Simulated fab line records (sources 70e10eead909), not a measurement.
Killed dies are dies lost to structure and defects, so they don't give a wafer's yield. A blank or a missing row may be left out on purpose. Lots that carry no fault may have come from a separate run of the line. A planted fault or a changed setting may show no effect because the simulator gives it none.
Which tool was responsible? -- flow nand_harc -- 36 wafers sampled from 12 lots at 1 step of a route of 1302

== WHAT THE GAUGES SHOWED, per wafer ==
NHARC_P_BONDPAD_CD_MEAS_09 targets a cd of 500 nm.
lot,measured,on,cd_nm (nm)
L075,day 6 17:41,cd_sem-03,499.6 499.0 498.4
L077,day 7 18:29,cd_sem-03,502.8 504.0 504.2
L079,day 8 15:22,cd_sem-01,500.6 499.1 501.3
L081,day 9 09:03,cd_sem-02,501.4 497.8 498.5
L083,day 10 06:24,cd_sem-02,501.6 499.0 499.2
L085,day 11 01:11,cd_sem-01,501.9 501.4 500.0
L087,day 11 23:57,cd_sem-02,499.4 496.9 498.6
L089,day 12 18:43,cd_sem-03,502.1 502.7 499.7
L091,day 13 21:16,cd_sem-03,499.5 499.8 503.6
L093,day 14 10:37,cd_sem-03,498.5 504.0 500.8
L095,day 15 06:35,cd_sem-02,502.7 500.9 501.1
L096,day 16 12:04,cd_sem-01,498.8 499.7 504.3

== WHICH TOOL RAN EACH LOT (tool, then ch and the chambers of the sampled wafers, then the start) ==
Before these readings, the record contains no process step.

== THE ANSWER, worked out from the rows above alone ==
Rule: usual is defined by the lots themselves. The widest of any qualifying gaps counts: lots, ordered by their means at a reading, are off when they make up no more than a third of the lots, leave a main group of 4 or more, and stand apart from it by 3 or more times the standard deviation of that group's means. A main group is skipped when, at the precision printed for the reading in the tables above, its means are all equal. Also off: a lot with no number at a reading for which 4 or more lots have one. The other lots that the step has rows for count as sound.
Across all readings shown, no lot is off: no conclusion can be drawn from this.

== WHAT THE SIMULATOR HAD PUT IN ==
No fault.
